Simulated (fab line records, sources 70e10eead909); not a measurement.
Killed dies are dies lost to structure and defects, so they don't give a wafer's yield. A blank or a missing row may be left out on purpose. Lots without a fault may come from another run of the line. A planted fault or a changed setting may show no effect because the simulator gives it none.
A struck lot beside a sound one | flow nand_harc | 35 steps out of a route of 1159
Sound: wafers L893.1, L893.3, L893.5. Struck: wafer L898.5. (L898.4 of the same lot was not struck and is left out.) The cause comes at the end.
At each step with rows: each side's tool, then ch and its chambers, then its first start. Under that, the readings that differ: sound wafers | struck wafers | difference of the means | sigmas: that difference in standard deviations of wafers without a fault.
alike: readings whose means differ by less than 2 such deviations, and words and numbers that are the same on both sides. not compared: withheld readings, readings that some wafer has no value for, bounds like >300 that may hide the same value, and numbers for which the record gives no deviation and whose values overlap.
The two part at a step that has a row with sigmas, a row that says differs or no value, or rows on one side only. Numbers that don't overlap but have no deviation are shown without sigmas and don't part them. A reading that every wafer of one side lacks parts them only if that side has two wafers or more.

first, 10 steps without rows for these wafers: NHARC_A_SGD_CUT_SRD_19; NHARC_A_SGD_CUT_DEP_20 (deposits SiO2, target thk 150 nm); NHARC_A_SGD_CUT_ANNEAL_27 (time 1800 s); NHARC_A_SGD_CUT_CMP_21 (polishes, target thk 148.19 nm); NHARC_A_SGD_CUT_SRD_23; NHARC_A_SGD_CUT_ETCH_26 (etches SiO2 in dHF, target depth 45.8 nm); NHARC_A_SGD_CUT_ETCHBACK_24 (etches the open film in CH3F/O2, target depth 50 nm, time 92.857 s); NHARC_A_SGD_CUT_STRIP_28 (strips in O2, time 20 s); NHARC_A_SLIT_DEP_25 (deposits SiO2, target thk 200 nm); NHARC_A_SLIT_DEP_00 (deposits aC, target thk 3200 nm).
NHARC_A_SLIT_DEP_23: deposits SiON, target thk 100 nm.
  sound on pecvd-04 ch 0,1,2, day 16 08:55; struck on pecvd-04 ch 2, day 17 11:21
  alike: heater_power_w
then, 23 steps without rows for these wafers: NHARC_A_SLIT_DEHYDRATE_01 (time 120 s); NHARC_A_SLIT_HMDS_02 (time 30 s); NHARC_A_SLIT_COAT_03 (resist thk 90 nm); NHARC_A_SLIT_SOFTBAKE_04 (time 55 s); NHARC_A_SLIT_EBR_05; NHARC_A_SLIT_EXPOSE_06 (exposes mask SLIT); NHARC_A_SLIT_PEB_07 (peb time 65 s); NHARC_A_SLIT_DEVELOP_08 (develop time 35 s); NHARC_A_SLIT_DESCUM_14 (chemistry O2, time 3 s); NHARC_A_SLIT_ETCH_24 (etches the open film in CF4/CHF3, target depth 121 nm, time 60.5 s); NHARC_A_SLIT_ETCH_15 (etches the open film in O2/COS, target depth 3200 nm, time 832 s); NHARC_A_SLIT_ETCH_17 (etches the open film in C4F8/O2/Ar, time 1687.5 s, target depth 10100 nm); NHARC_A_SLIT_ETCH_26 (etches the open film in C4F8/O2/Ar, time 90 s, target depth 400 nm); NHARC_A_SLIT_STRIP_28 (strips in O2/COS); NHARC_A_SLIT_ETCH_29 (etches the open film in CF4/O2, target depth 100 nm, overetch 10 nm, time 55 s); NHARC_A_SLIT_STRIP_18 (strips in O2); NHARC_A_SLIT_PRECLEAN_19 (cleans in SC1); NHARC_A_SLIT_SRD_20; NHARC_A_SIN_REMOVE_WET_00 (chemistry H3PO4, time 15300 s); NHARC_A_SIN_REMOVE_PRECLEAN_01 (cleans in SC1); NHARC_A_SIN_REMOVE_SRD_02; NHARC_A_WL_FILL_ALD_00 (deposits Al2O3, target thk 3 nm, pulse time 3 s, ald cycles 30); NHARC_A_WL_FILL_RTA_01 (time 5 s).
-- the record jumps here: 5 days lie between the struck wafers' starts before and after (it left off in module A_WL_FILL and takes up again in module END, whose first step shown is number 1159 of the route) --
NHARC_END_SORT_01:
  the record has rows for the struck wafers here (prober-01 ch 0, day 22 19:08) and none for the sound ones

WHERE THEY PART
Only at NHARC_END_SORT_01, within this record.

WHY: what the simulator had put in
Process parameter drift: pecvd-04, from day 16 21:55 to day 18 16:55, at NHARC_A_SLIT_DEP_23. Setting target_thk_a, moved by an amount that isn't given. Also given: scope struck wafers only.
